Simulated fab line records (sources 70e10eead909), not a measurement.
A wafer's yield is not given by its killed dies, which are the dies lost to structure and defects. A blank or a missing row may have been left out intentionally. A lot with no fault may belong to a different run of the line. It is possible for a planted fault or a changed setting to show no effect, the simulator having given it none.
Matching of chambers | flow nand_harc | 4 sister chambers for NHARC_A_M1_CMP_23 on cmp-01
The step polishes, t overpolish 20 s, target thk 154.34 nm. 18 wafers are shown with their chamber, then 9 later ones without.

## WAFERS WITH THEIR CHAMBER
wafer  | chamber | motor_current_A (A) | time_to_endpoint_s (s)
L074.1 | 0       | 11.6                | 30
L074.3 | 3       | 12.7                | 27
L074.6 | 0       | 11.4                | 33
L078.1 | 0       | 11.6                | 32
L078.4 | 3       | 13.2                | 29
L078.6 | 3       | 13.0                | 31
L075.3 | 0       | 12.5                | 34
L075.5 | 1       | 14.0                | 24
L075.6 | 2       | 12.9                | 33
L079.1 | 1       | 13.7                | 24
L079.4 | 2       | 13.5                | 29
L079.6 | 3       | 13.0                | 28
L083.1 | 2       | 13.1                | 27
L083.5 | 0       | 11.7                | 28
L083.6 | 3       | 13.5                | 28
L088.1 | 3       | 13.0                | 31
L088.4 | 2       | 12.6                | 33
L088.6 | 0       | 11.3                | 30

SIGNATURES, as means of the wafers listed above
reading            | chamber 0 | chamber 1 | chamber 2 | chamber 3 | scatter within a chamber
motor_current_A    | 11.683    | 13.850    | 13.025    | 13.067    | 0.352
time_to_endpoint_s | 31.17     | 24.00     | 30.50     | 29.00     | 2.17
Rule: for each reading, subtract the chamber's mean from the wafer's reading, divide by that reading's scatter and square the result; add these up over the readings and take the root, which gives the wafer's distance from the chamber. If the next closest chamber is less than 2 further off than the closest, the wafer can't be placed; otherwise it belongs to the closest. The scatter: the root of (the sum of the squares of (reading less its chamber's mean) over the shown wafers, divided by (wafers less chambers)).

## WAFERS WITH NO CHAMBER GIVEN
wafer  | motor_current_A (A) | time_to_endpoint_s (s)
L089.3 | 12.8                | 27
L089.4 | 13.2                | 29
L089.6 | 12.6                | 27
L092.1 | 12.2                | 29
L092.4 | 13.1                | 29
L092.5 | 12.5                | 30
L093.1 | 12.3                | 31
L093.2 | 13.9                | 26
L093.5 | 13.2                | 31

## THE CHAMBER EACH PASSED THROUGH
wafer  | from the rows above          | in truth
L089.3 | can't be placed: 3 or 2      | 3
L089.4 | can't be placed: 3 or 2      | 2
L089.6 | can't be placed: 3 or 2 or 0 | 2
L092.1 | can't be placed: 0 or 2 or 3 | 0
L092.4 | can't be placed: 3 or 2      | 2
L092.5 | can't be placed: 2 or 3 or 0 | 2
L093.1 | can't be placed: 0 or 2 or 3 | 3
L093.2 | can't be placed: 1 or 3      | 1
L093.5 | can't be placed: 2 or 3      | 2
Correct placement for 0 of the 9. These rows do not allow placing 9 (true chamber among the candidates in 9). 0 placed wrongly.
